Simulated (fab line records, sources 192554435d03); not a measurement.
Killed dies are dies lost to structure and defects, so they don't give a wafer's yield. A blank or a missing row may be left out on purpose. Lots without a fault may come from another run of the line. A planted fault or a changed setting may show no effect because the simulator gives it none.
Problem report in the 8D (eight disciplines) form, filled by code | flow n5_finfet | the parts of the form that need people (team, actions taken, sign-off) are left out

1. THE PROBLEM
rf_fwd_power_W at N5_BEOL_M0_SAQP_ETCH_88 reads a mean of 617.1 W on 6 wafers of 2 lots; wafers without a fault read 819.5 W with a standard deviation of 2.5. That is -81 standard deviations from the usual mean.
The step: etches underlayer in N2/H2, target depth 6.5 nm, time 5.2 s.
First seen on wafer L625.2, day 8 09:39, on rie_diel-05. The record holds 27 wafers of 9 lots with a number at this step. Rule for "out", or "out of limits": more than 4 standard deviations from the usual mean. The other wafers with a number count as sound.

2. WHAT IT IS AND WHAT IT IS NOT
question                    | is                                          | is not
which readings at this step | rf_fwd_power_W, etch_rf_on_time_s, rf_vpp_V | drypump_motor_current_A, showerhead_plenum_p_Torr, throttle_valve_pct
which lots                  | L625, L627                                  | L615, L617, L618, L621, L633, L635, L637
which wafers of those lots  | all that have a number                      | -
read on which tools         | rie_diel-05                                 | rie_diel-02, rie_diel-06
when                        | from day 8 09:39                            | up to then (12 sound wafers); but 9 sound wafers of L633, L635, L637 came after

3. SUSPECTS, AND WHAT RULES EACH OUT
Counting: a tool at a process step up to the reading stays a suspect if it ran every lot that is out and no sound lot after the first of them.
- rie_diel-05 at N5_BEOL_M0_SAQP_DESCUM_45 (chemistry O2, time 7 s): kept. It ran every lot that is out, first L625 (day 8 09:37), and no sound lot after that; its last sound lot up to then is L618 (day 6 17:25).
- rie_diel-05 at N5_BEOL_M0_SAQP_ETCH_88 (etches underlayer in N2/H2, target depth 6.5 nm, time 5.2 s): kept. It ran every lot that is out, first L625 (day 8 09:39), and no sound lot after that; its last sound lot up to then is L618 (day 6 17:27). Its own readings are out on those wafers: etch_rf_on_time_s, rf_fwd_power_W, rf_vpp_V.
Left after counting: rie_diel-05 at N5_BEOL_M0_SAQP_DESCUM_45, rie_diel-05 at N5_BEOL_M0_SAQP_ETCH_88.

4. THE CAUSE (what the simulator had put in)
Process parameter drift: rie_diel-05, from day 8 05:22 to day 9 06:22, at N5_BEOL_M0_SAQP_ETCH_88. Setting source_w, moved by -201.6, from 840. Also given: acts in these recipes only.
Counting left 2 suspects, and this tool is among them.

5. THE CHAIN OF EFFECTS, in route order
Each row: a reading whose mean over the struck wafers that have a number lies more than 3 standard deviations from the usual. Only readings for which the record gives a usual standard deviation are gone through. hours: the time from each lot's start at the first step in this table that gives one to its start at this step, as a median over the lots. sigmas: the change in usual standard deviations.
hours | step                    | reading           | usual   | on struck wafers | change | sigmas
0     | N5_BEOL_M0_SAQP_ETCH_88 | etch_rf_on_time_s | 5.13 s  | 6.38             | +1.25  | +13
0     | N5_BEOL_M0_SAQP_ETCH_88 | rf_fwd_power_W    | 819.5 W | 617.1            | -202.4 | -81
0     | N5_BEOL_M0_SAQP_ETCH_88 | rf_vpp_V          | 524.1 V | 574.6            | +50.5  | +22
The process steps in it:
- N5_BEOL_M0_SAQP_ETCH_88: etches underlayer in N2/H2, target depth 6.5 nm, time 5.2 s.
Later measuring or inspecting steps at which every struck wafer that the step has a row for has a number for every such reading, and none has moved that far: N5_BEOL_M4_RC_MEAS_101.

6. WHAT WOULD HAVE CAUGHT IT SOONER
In this record the first reading out of limits was taken at day 8 09:39, 4 hours after the fault began at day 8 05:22.
